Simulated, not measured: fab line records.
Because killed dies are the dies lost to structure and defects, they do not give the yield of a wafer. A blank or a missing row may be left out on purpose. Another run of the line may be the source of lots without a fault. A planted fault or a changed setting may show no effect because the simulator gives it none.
Matching of chambers	flow nand_harc	NHARC_A_STAIRCASE_ETCH_188 on rie_diel-12: 4 sister chambers
The step etches the open film in C4F8/O2, target depth 100 nm, time 40.5 s. 16 wafers are shown with their chamber, then 8 later ones without.

WAFERS, EACH WITH ITS CHAMBER
wafer	chamber	rf_vpp_V (V)	run_length_s (s)	oes_product_au (a.u.)
L707.2	3	904	61.5	0.936
L707.3	1	905	61.7	0.943
L707.6	0	891	61.6	0.937
L709.2	3	904	61.7	0.926
L709.4	1	905	62.0	0.924
L709.6	3	903	62.2	0.922
L710.2	2	890	61.8	0.934
L710.4	1	904	61.8	0.919
L710.5	2	892	62.3	0.927
L711.6	2	890	61.9	0.928
L713.4	0	889	62.2	0.962
L714.3	3	904	61.7	0.941
L722.1	3	904	61.8	0.988
L722.2	2	889	62.2	0.991
L722.5	3	904	61.5	0.985
L723.3	2	889	62.1	0.940

SIGNATURES (means of the wafers above)
reading	chamber 0	chamber 1	chamber 2	chamber 3	scatter within a chamber
rf_vpp_V	890.00	904.67	890.00	903.83	0.89
run_length_s	61.900	61.833	62.060	61.733	0.247
oes_product_au	0.94950	0.92867	0.94400	0.94967	0.0255
Rule: a wafer's distance from a chamber is the root of the sum, over the readings, of the square of ((its reading less the chamber's mean) divided by the reading's scatter). The wafer belongs to the nearest chamber; if the next one is less than 2 further off, it can't be placed. How the scatter is found: for the shown wafers, subtract from each reading the mean of its chamber, square and add these, divide the total by (wafers less chambers), then take the root.

WAFERS MISSING THEIR CHAMBER
wafer	rf_vpp_V (V)	run_length_s (s)	oes_product_au (a.u.)
L723.4	890	61.8	0.950
L723.6	903	61.8	0.951
L725.1	890	62.2	0.978
L725.4	903	61.8	0.969
L725.6	891	61.8	0.971
L729.2	890	61.9	0.938
L729.3	890	61.5	0.932
L729.4	901	61.8	0.936

EACH ONE'S CHAMBER
wafer	from the rows above	in truth
L723.4	can't be placed: 0 or 2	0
L723.6	can't be placed: 3 or 1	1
L725.1	can't be placed: 2 or 0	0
L725.4	can't be placed: 3 or 1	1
L725.6	can't be placed: 0 or 2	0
L729.2	can't be placed: 0 or 2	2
L729.3	can't be placed: 0 or 2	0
L729.4	can't be placed: 3 or 1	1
Correct placement for 0 of the 8. From these rows, 8 cannot be placed; in 8 the true chamber is one of the candidates. Wrongly placed: 0.
